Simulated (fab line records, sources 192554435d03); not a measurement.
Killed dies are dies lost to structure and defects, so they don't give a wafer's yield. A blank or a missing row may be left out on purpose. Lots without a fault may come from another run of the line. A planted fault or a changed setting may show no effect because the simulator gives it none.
Chamber matching | flow n5_finfet | N5_HKMG_FIN_DESCUM_17 on rie_diel-04: 4 sister chambers
The step chemistry O2, time 7.9 s. 4 wafers are shown with their chamber, then 8 later ones without.

WAFERS WITH THEIR CHAMBER
wafer  | chamber | showerhead_plenum_p_Torr (Torr)
L074.2 | 2       | 2.08
L090.5 | 3       | 2.05
L091.6 | 1       | 2.14
L093.2 | 0       | 2.00

WAFERS WITHOUT THEIR CHAMBER
wafer  | showerhead_plenum_p_Torr (Torr)
L093.3 | 2.05
L093.4 | 2.14
L095.2 | 2.05
L095.5 | 2.00
L095.6 | 2.14
L096.4 | 2.06
L096.5 | 2.00
L096.6 | 2.05

WHICH CHAMBER EACH WENT THROUGH
wafer  | from the rows above | in truth
L093.3 | 3                   | 3
L093.4 | 1                   | 1
L095.2 | 3                   | 3
L095.5 | 0                   | 0
L095.6 | 1                   | 1
L096.4 | 3                   | 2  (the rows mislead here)
L096.5 | 0                   | 0
L096.6 | 3                   | 3
Placed correctly: 7 of 8. Can't be placed from these rows: 0. Placed wrongly: 1.
How it was worked out, from the rows above alone: a wafer's distance from a chamber is the root of the sum, over the readings, of the square of ((its reading less the chamber's mean) divided by the reading's scatter). The wafer belongs to the nearest chamber; if the next one is less than 2 further off, it can't be placed. A chamber's mean is the mean of its shown wafers. The scatter: with one shown wafer a chamber, the root of the mean of the squares of how far each hidden wafer lies from its nearest shown one.
